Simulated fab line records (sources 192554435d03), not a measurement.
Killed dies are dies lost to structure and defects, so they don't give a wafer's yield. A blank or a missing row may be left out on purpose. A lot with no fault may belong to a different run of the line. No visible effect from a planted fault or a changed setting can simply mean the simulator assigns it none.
Split-lot study / flow n5 finfet / route with 1938 steps; 7 lots, 21 wafers read

## THE SPLIT
At N5_BEOL_M3_COAT_22 (resist thk 30 nm), the setting spin rpm was moved away from the recipe's 1500 rpm on 9 of the 21 wafers read, by -3.8% to +10.3%. All remaining wafers had this setting at the recipe value.

The reading comes from the split's own step.

## THE READING
CAR-EUV_of_BEOL_M3_COAT_22.thk nm (the simulator's own value, which no gauge read), in nm, at N5_BEOL_M3_COAT_22 (resist thk 30 nm). No usual value for it is given in the file. Across the 12 wafers here that went through the recipe, the average is 30.0 nm and the standard deviation 0.11 nm.

wafer=L076.2; tool, chamber at the split=litho track-01, 0; spin rpm as run, rpm=1500; against the recipe=recipe; CAR-EUV_of_BEOL_M3_COAT_22.thk nm, nm=30.2; against lot-mates on the recipe=-
wafer=L076.5; tool, chamber at the split=litho track-01, 0; spin rpm as run, rpm=1500; against the recipe=recipe; CAR-EUV_of_BEOL_M3_COAT_22.thk nm, nm=30.2; against lot-mates on the recipe=-
wafer=L076.6; tool, chamber at the split=litho track-01, 0; spin rpm as run, rpm=1500; against the recipe=recipe; CAR-EUV_of_BEOL_M3_COAT_22.thk nm, nm=30.2; against lot-mates on the recipe=-
wafer=L077.1; tool, chamber at the split=litho track-04, 0; spin rpm as run, rpm=1500; against the recipe=recipe; CAR-EUV_of_BEOL_M3_COAT_22.thk nm, nm=30; against lot-mates on the recipe=-
wafer=L077.4; tool, chamber at the split=litho track-04, 0; spin rpm as run, rpm=1500; against the recipe=recipe; CAR-EUV_of_BEOL_M3_COAT_22.thk nm, nm=30; against lot-mates on the recipe=-
wafer=L077.2; tool, chamber at the split=litho track-04, 0; spin rpm as run, rpm=1622; against the recipe=+8.1%; CAR-EUV_of_BEOL_M3_COAT_22.thk nm, nm=28.8; against lot-mates on the recipe=-1.2
wafer=L082.1; tool, chamber at the split=litho track-01, 0; spin rpm as run, rpm=1500; against the recipe=recipe; CAR-EUV_of_BEOL_M3_COAT_22.thk nm, nm=30; against lot-mates on the recipe=-
wafer=L082.4; tool, chamber at the split=litho track-01, 0; spin rpm as run, rpm=1557; against the recipe=+3.8%; CAR-EUV_of_BEOL_M3_COAT_22.thk nm, nm=29.4; against lot-mates on the recipe=-0.6
wafer=L082.5; tool, chamber at the split=litho track-01, 0; spin rpm as run, rpm=1557; against the recipe=+3.8%; CAR-EUV_of_BEOL_M3_COAT_22.thk nm, nm=29.4; against lot-mates on the recipe=-0.6
wafer=L083.2; tool, chamber at the split=litho track-04, 0; spin rpm as run, rpm=1500; against the recipe=recipe; CAR-EUV_of_BEOL_M3_COAT_22.thk nm, nm=30; against lot-mates on the recipe=-
wafer=L083.3; tool, chamber at the split=litho track-04, 0; spin rpm as run, rpm=1500; against the recipe=recipe; CAR-EUV_of_BEOL_M3_COAT_22.thk nm, nm=30; against lot-mates on the recipe=-
wafer=L083.5; tool, chamber at the split=litho track-04, 0; spin rpm as run, rpm=1500; against the recipe=recipe; CAR-EUV_of_BEOL_M3_COAT_22.thk nm, nm=30; against lot-mates on the recipe=-
wafer=L090.1; tool, chamber at the split=litho track-05, 0; spin rpm as run, rpm=1443; against the recipe=-3.8%; CAR-EUV_of_BEOL_M3_COAT_22.thk nm, nm=30.4; against lot-mates on the recipe=no lot-mate on the recipe
wafer=L090.2; tool, chamber at the split=litho track-05, 0; spin rpm as run, rpm=1443; against the recipe=-3.8%; CAR-EUV_of_BEOL_M3_COAT_22.thk nm, nm=30.6; against lot-mates on the recipe=no lot-mate on the recipe
wafer=L090.5; tool, chamber at the split=litho track-05, 0; spin rpm as run, rpm=1443; against the recipe=-3.8%; CAR-EUV_of_BEOL_M3_COAT_22.thk nm, nm=30.6; against lot-mates on the recipe=no lot-mate on the recipe
wafer=L094.3; tool, chamber at the split=litho track-05, 0; spin rpm as run, rpm=1652; against the recipe=+10.1%; CAR-EUV_of_BEOL_M3_COAT_22.thk nm, nm=28.6; against lot-mates on the recipe=-1.4
wafer=L094.4; tool, chamber at the split=litho track-05, 0; spin rpm as run, rpm=1652; against the recipe=+10.1%; CAR-EUV_of_BEOL_M3_COAT_22.thk nm, nm=28.6; against lot-mates on the recipe=-1.4
wafer=L094.6; tool, chamber at the split=litho track-05, 0; spin rpm as run, rpm=1500; against the recipe=recipe; CAR-EUV_of_BEOL_M3_COAT_22.thk nm, nm=30; against lot-mates on the recipe=-
wafer=L096.1; tool, chamber at the split=litho track-01, 0; spin rpm as run, rpm=1654; against the recipe=+10.3%; CAR-EUV_of_BEOL_M3_COAT_22.thk nm, nm=28.6; against lot-mates on the recipe=-1.3
wafer=L096.2; tool, chamber at the split=litho track-01, 0; spin rpm as run, rpm=1500; against the recipe=recipe; CAR-EUV_of_BEOL_M3_COAT_22.thk nm, nm=29.8; against lot-mates on the recipe=-
wafer=L096.5; tool, chamber at the split=litho track-01, 0; spin rpm as run, rpm=1500; against the recipe=recipe; CAR-EUV_of_BEOL_M3_COAT_22.thk nm, nm=30; against lot-mates on the recipe=-

THE FIT
A straight line over all 21 wafers: CAR-EUV_of_BEOL_M3_COAT_22.thk nm changes by -0.142 nm for each +1% of spin rpm; r = -0.99; the points scatter about the line by 0.1 nm.
The same after taking each lot's own level away (the mean of its wafers on the recipe; 18 wafers): -0.137 nm for each +1%; r = -1.00; scatter 0.056 nm.
According to that fit, moving spin rpm by its largest amount changes the reading by 1.4 nm.
Across the lots, their own levels run from 29.90 to 30.20 nm, a range of 2.7 times the standard deviation given above.
The two slopes are in agreement: the lot-to-lot level therefore moves the slope only a little.
Check: with one of the wafers moved furthest among these (+10.3%) left out of the fit, the line predicts -1.46 nm for it against its lot-mates. It came out at -1.3 nm against them.

## FURTHER SPLITS ON THESE WAFERS
Other splits were also applied to these wafers ahead of the reading. Each is held against what the fit with the lots' levels taken away leaves over:
other split on the same wafers=N5_BEOL_M0_CUTY_DESCUM_61 time s; wafers away from the commonest value=9; r with CAR-EUV_of_BEOL_M3_COAT_22.thk nm (lot level and that fit taken away)=+0.34
other split on the same wafers=N5_BEOL_M0_ETCH_128 source w; wafers away from the commonest value=6; r with CAR-EUV_of_BEOL_M3_COAT_22.thk nm (lot level and that fit taken away)=-0.12
other split on the same wafers=N5_BEOL_M1_COAT_73 spin rpm; wafers away from the commonest value=8; r with CAR-EUV_of_BEOL_M3_COAT_22.thk nm (lot level and that fit taken away)=+0.30
other split on the same wafers=N5_BEOL_M2_DESCUM_16 time s; wafers away from the commonest value=7; r with CAR-EUV_of_BEOL_M3_COAT_22.thk nm (lot level and that fit taken away)=+0.42
other split on the same wafers=N5_BEOL_M2_COAT_67 spin rpm; wafers away from the commonest value=7; r with CAR-EUV_of_BEOL_M3_COAT_22.thk nm (lot level and that fit taken away)=-0.22

## FILE'S OWN FIT
CAR-EUV_of_BEOL_M3_COAT_22.thk nm changes by -0.137 nm for each +1% of spin rpm, r = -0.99.
